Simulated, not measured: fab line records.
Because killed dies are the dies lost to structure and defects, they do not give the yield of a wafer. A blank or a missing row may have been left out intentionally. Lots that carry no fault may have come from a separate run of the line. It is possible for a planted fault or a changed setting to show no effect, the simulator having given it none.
The tool behind it: which one? + flow n5 finfet + 12 lots, 36 wafers sampled, at 4 steps of a route of 1938

WHAT EACH GAUGE READ, for each wafer
N5_HKMG_FIN_THK_MEAS_70: measures by xrf.
| lot  | measured     | on            | HK_THK (nm)       |
|------|--------------|---------------|-------------------|
| L075 | day 4 06:32  | film metro-02 | 1.587 1.578 1.560 |
| L077 | day 4 19:56  | film metro-01 | 1.588 1.601 1.575 |
| L079 | day 5 07:12  | film metro-01 | 1.573 1.583 1.586 |
| L081 | day 5 18:14  | film metro-02 | 1.564 1.560 1.598 |
| L083 | day 6 07:01  | film metro-02 | 1.592 1.562 1.617 |
| L085 | day 7 02:06  | film metro-02 | 1.609 1.572 1.585 |
| L087 | day 8 04:57  | film metro-02 | 1.596 1.542 1.578 |
| L089 | day 8 07:11  | film metro-02 | 1.575 1.603 1.592 |
| L091 | day 8 12:09  | film metro-02 | 1.600 1.599 1.595 |
| L093 | day 8 23:14  | film metro-01 | 1.573 1.615 1.599 |
| L095 | day 9 09:52  | film metro-02 | 1.601 1.586 1.591 |
| L097 | day 10 03:17 | film metro-02 | 1.607 1.592 1.652 |

WHAT TOOL EACH LOT RAN ON (gives the tool, then ch and the chambers of the sampled wafers, and finally the start)
| lot  | N5_SDB_HM_DEP_00               | N5_SDB_CMP_30                | N5_HKMG_FIN_CVD_62                      |
|------|--------------------------------|------------------------------|-----------------------------------------|
| L075 | pecvd-04 ch 0,1, day 3 21:56   | cmp-02 ch 0,2,3, day 4 01:55 | thermal cvd si-02 ch 0,2, day 4 05:52   |
| L077 | pecvd-02 ch 0,1,2, day 4 11:34 | cmp-03 ch 0,1,3, day 4 15:31 | thermal cvd si-02 ch 0,1,2, day 4 19:14 |
| L079 | pecvd-04 ch 0,1, day 4 22:19   | cmp-03 ch 0,1,3, day 5 02:44 | thermal cvd si-02 ch 0,1, day 5 06:24   |
| L081 | pecvd-01 ch 1,2, day 5 09:24   | cmp-04 ch 0,3, day 5 13:28   | thermal cvd si-02 ch 0,1,2, day 5 17:34 |
| L083 | pecvd-01 ch 0,1, day 5 22:20   | cmp-03 ch 1,2, day 6 02:35   | thermal cvd si-02 ch 0,1, day 6 06:19   |
| L085 | pecvd-01 ch 0,2, day 6 16:54   | cmp-04 ch 1,2,3, day 6 21:43 | thermal cvd si-02 ch 0,1,2, day 7 01:25 |
| L087 | pecvd-01 ch 0,1,2, day 7 20:31 | cmp-04 ch 0,3, day 8 00:37   | thermal cvd si-02 ch 1,2, day 8 04:17   |
| L089 | pecvd-02 ch 0,1, day 7 22:51   | cmp-02 ch 0,2, day 8 02:50   | thermal cvd si-02 ch 1,2, day 8 06:30   |
| L091 | pecvd-01 ch 1,2, day 8 03:36   | cmp-04 ch 0,1,3, day 8 07:52 | thermal cvd si-02 ch 1,2, day 8 11:25   |
| L093 | pecvd-02 ch 1,2, day 8 14:11   | cmp-02 ch 0,1,2, day 8 18:52 | thermal cvd si-02 ch 0,1,2, day 8 22:33 |
| L095 | pecvd-04 ch 0,1,2, day 9 00:35 | cmp-03 ch 0,1,3, day 9 04:34 | thermal cvd si-02 ch 0,1, day 9 09:11   |
| L097 | pecvd-04 ch 1,2, day 9 17:35   | cmp-02 ch 0,2,3, day 9 22:46 | thermal cvd si-02 ch 1,2, day 10 02:36  |
- N5_SDB_HM_DEP_00: deposits SiNx from SiH4/NH3/N2, target thk 40 nm, time 35.3 s.
- N5_SDB_CMP_30: polishes, stops on poly-Si, t overpolish 1.54 s, target thk 30 nm.
- N5_HKMG_FIN_CVD_62: deposits a-Si from Si2H6, target thk 3 nm, time 20.8 s.

THE ANSWER, worked out from the rows above alone
Rule: the usual values come from the lots themselves. Put in order of their means at a reading, lots are off if they are a third of the lots or fewer, leave a main group of 4 or more, and stand apart from it by a gap of 3 or more times the standard deviation of the main group's means; of several such gaps the widest counts. The tables above print the reading to a certain number of digits; a main group whose means all agree to those digits is not used. A lot without any number at a reading at which 4 lots or more have one is off too. Any other lot the step has rows for is counted as sound.
None of the lots is off at any reading shown; this tells nothing.

WHAT THE SIMULATOR HAD INSERTED
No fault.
